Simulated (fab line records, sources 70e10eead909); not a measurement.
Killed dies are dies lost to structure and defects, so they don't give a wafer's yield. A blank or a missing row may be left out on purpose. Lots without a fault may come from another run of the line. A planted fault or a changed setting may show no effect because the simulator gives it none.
Chamber matching | flow nand_harc | NHARC_A_BLC_ALD_23 on ald_metal-02: 4 sister chambers
The step deposits TiN, target thk 3 nm, pulse time 1 s, ald cycles 150. 4 wafers are shown with their chamber, then 7 later ones without.

WAFERS WITH THEIR CHAMBER
wafer  | chamber | heater_power_outer_w (W)
L743.5 | 1       | 659
L749.4 | 2       | 777
L752.3 | 0       | 687
L752.4 | 3       | 776

WAFERS WITHOUT THEIR CHAMBER
wafer  | heater_power_outer_w (W)
L752.6 | 784
L753.2 | 792
L753.4 | 767
L753.6 | 783
L754.3 | 762
L754.4 | 770
L754.6 | 799

WHICH CHAMBER EACH WENT THROUGH
wafer  | from the rows above     | in truth
L752.6 | can't be placed: 2 or 3 | 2
L753.2 | can't be placed: 2 or 3 | 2
L753.4 | can't be placed: 3 or 2 | 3
L753.6 | can't be placed: 2 or 3 | 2
L754.3 | can't be placed: 3 or 2 | 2
L754.4 | can't be placed: 3 or 2 | 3
L754.6 | can't be placed: 2 or 3 | 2
Placed correctly: 0 of 7. Can't be placed from these rows: 7 (the true chamber is among the candidates in 7). Placed wrongly: 0.
How it was worked out, from the rows above alone: a wafer's distance from a chamber is the root of the sum, over the readings, of the square of ((its reading less the chamber's mean) divided by the reading's scatter). The wafer belongs to the nearest chamber; if the next one is less than 2 further off, it can't be placed. A chamber's mean is the mean of its shown wafers. The scatter: with one shown wafer a chamber, the root of the mean of the squares of how far each hidden wafer lies from its nearest shown one.
